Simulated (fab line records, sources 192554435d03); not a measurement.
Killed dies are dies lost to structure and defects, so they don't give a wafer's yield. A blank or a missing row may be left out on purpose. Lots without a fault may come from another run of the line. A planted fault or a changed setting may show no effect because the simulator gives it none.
One fault seen from 2 desks | flow n5_finfet | each desk has only its own numbers; what lay behind them comes last

THE METROLOGY DESK
What the gauges read, lot by lot, whatever tool the lot ran on: means of the sampled wafers that have a number. A lot is out of limits, marked OUT, if its mean lies more than 4 standard deviations from the usual mean; the brackets give that distance.
Columns: A = M6_RS at N5_BEOL_M6_RS_MEAS_57, usual 0.286 ohm/sq
lot  | first seen here | A
L780 | day 8 15:53     | 0.281
L781 | day 9 01:44     | 0.281
L782 | day 9 01:48     | 0.286
L783 | day 9 17:53     | 0.277
L788 | day 11 08:32    | 0.283
L789 | day 11 14:47    | 0.283
L793 | day 12 17:37    | 0.285
L795 | day 13 05:38    | 0.286
L798 | day 13 20:19    | 0.284
L799 | day 13 23:48    | 0.289
L800 | day 14 01:41    | 0.289
L802 | day 15 04:51    | 0.281
This desk's finding: nothing out of limits on any of the 12 lots.

THE TOOL OWNER'S DESK: litho_track-02
The tool's own readings at N5_BEOL_M7_COAT_05 (resist thk 90 nm): means of the sampled wafers that have a number, for each lot that ran on this tool. A lot is out of limits, marked OUT, if its mean lies more than 4 standard deviations from the usual mean; the brackets give that distance.
Columns: A = spin_speed_rpm at N5_BEOL_M7_COAT_05, usual 1500.1 rpm
lot  | first seen here | A
L781 | day 9 04:28     | 1498.6
L788 | day 11 10:14    | 1465.2 (-38) OUT
L789 | day 11 16:08    | 1464.0 (-40) OUT
L802 | day 15 06:18    | 1499.5
This desk's finding: out of limits on L788, L789; first on L788, day 11 10:14 (spin_speed_rpm at N5_BEOL_M7_COAT_05). In limits: L781, L802.

PUT TOGETHER
The tool owner's desk could have raised an alarm at day 11 10:14, on L788, L789.
The metrology desk saw nothing out of limits.
The metrology desk has L788, L789 on record, within its limits.
Of the lots named, all ran N5_BEOL_M7_COAT_05 on litho_track-02.

WHAT THE SIMULATOR HAD PUT IN
Process parameter drift: litho_track-02, from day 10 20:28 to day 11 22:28, at N5_BEOL_M7_COAT_05. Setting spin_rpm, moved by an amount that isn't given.
Lots struck among those shown: L788, L789.
Hours from the fault's start to each desk's first reading out of limits: the tool owner's desk, 14.
